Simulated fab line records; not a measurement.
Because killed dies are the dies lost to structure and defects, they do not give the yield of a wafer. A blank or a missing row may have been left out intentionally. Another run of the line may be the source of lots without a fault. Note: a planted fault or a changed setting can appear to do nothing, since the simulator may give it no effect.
Matching of chambers + flow n5Finfet + 4 sister chambers for N5_HKMG_FIN_ETCH_58 on rieDiel-02
The step etches SOC in N2/H2, target depth 215.8 nm, time 741 s. 16 wafers are shown with their chamber, then 8 later ones without.

## EACH WAFER AND ITS CHAMBER
| wafer  | chamber | drypumpMotorCurrentA (A) | throttleValvePct (%) | showerheadPlenumPTorr (Torr) |
|--------|---------|--------------------------|----------------------|------------------------------|
| L082.1 | 2       | 4.7                      | 17.22                | 2.65                         |
| L082.2 | 0       | 5.5                      | 17.74                | 2.58                         |
| L082.3 | 3       | 6.5                      | 17.88                | 2.54                         |
| L084.2 | 3       | 6.5                      | 17.90                | 2.53                         |
| L084.3 | 2       | 4.7                      | 17.23                | 2.65                         |
| L084.4 | 0       | 5.5                      | 17.73                | 2.58                         |
| L089.3 | 2       | 4.7                      | 17.24                | 2.64                         |
| L089.4 | 0       | 5.5                      | 17.76                | 2.57                         |
| L089.5 | 3       | 6.4                      | 17.91                | 2.53                         |
| L092.1 | 1       | 5.3                      | 17.67                | 2.53                         |
| L092.4 | 2       | 4.7                      | 17.25                | 2.64                         |
| L092.6 | 3       | 6.5                      | 17.92                | 2.53                         |
| L091.2 | 1       | 5.3                      | 17.67                | 2.53                         |
| L091.4 | 2       | 4.7                      | 17.27                | 2.64                         |
| L091.5 | 3       | 6.4                      | 17.91                | 2.53                         |
| L095.1 | 1       | 5.3                      | 17.67                | 2.53                         |

SIGNATURES, as means of the wafers listed above
| reading               | chamber 0 | chamber 1 | chamber 2 | chamber 3 | scatter within a chamber |
|-----------------------|-----------|-----------|-----------|-----------|--------------------------|
| drypumpMotorCurrentA  | 5.500     | 5.300     | 4.700     | 6.460     | 0.0316                   |
| throttleValvePct      | 17.7433   | 17.6700   | 17.2420   | 17.9040   | 0.0155                   |
| showerheadPlenumPTorr | 2.5767    | 2.5300    | 2.6440    | 2.5320    | 0.00471                  |
Rule: a wafer lies at a distance from a chamber equal to the root of the sum of squares, over the readings, of (its reading less the chamber's mean, divided by the reading's scatter). The wafer belongs to the nearest chamber; if the next one is less than 2 further off, it can't be placed. The scatter: take each reading less its chamber's mean, square it, sum over the shown wafers, divide by the number of wafers less the number of chambers, and take the root.

## WAFERS WITH NO CHAMBER GIVEN
| wafer  | drypumpMotorCurrentA (A) | throttleValvePct (%) | showerheadPlenumPTorr (Torr) |
|--------|--------------------------|----------------------|------------------------------|
| L095.3 | 6.4                      | 17.92                | 2.52                         |
| L095.5 | 5.5                      | 17.76                | 2.57                         |
| L096.1 | 4.7                      | 17.26                | 2.64                         |
| L096.2 | 5.3                      | 17.67                | 2.53                         |
| L096.5 | 6.5                      | 17.93                | 2.52                         |
| L097.1 | 5.5                      | 17.80                | 2.57                         |
| L097.2 | 5.3                      | 17.70                | 2.53                         |
| L097.4 | 4.8                      | 17.30                | 2.64                         |

## CHAMBER TAKEN BY EACH
| wafer  | from the rows above | in truth |
|--------|---------------------|----------|
| L095.3 | 3                   | 3        |
| L095.5 | 0                   | 0        |
| L096.1 | 2                   | 2        |
| L096.2 | 1                   | 1        |
| L096.5 | 3                   | 3        |
| L097.1 | 0                   | 0        |
| L097.2 | 1                   | 1        |
| L097.4 | 2                   | 2        |
8 of 8 placed correctly. Number that these rows cannot place: 0. 0 placed wrongly.
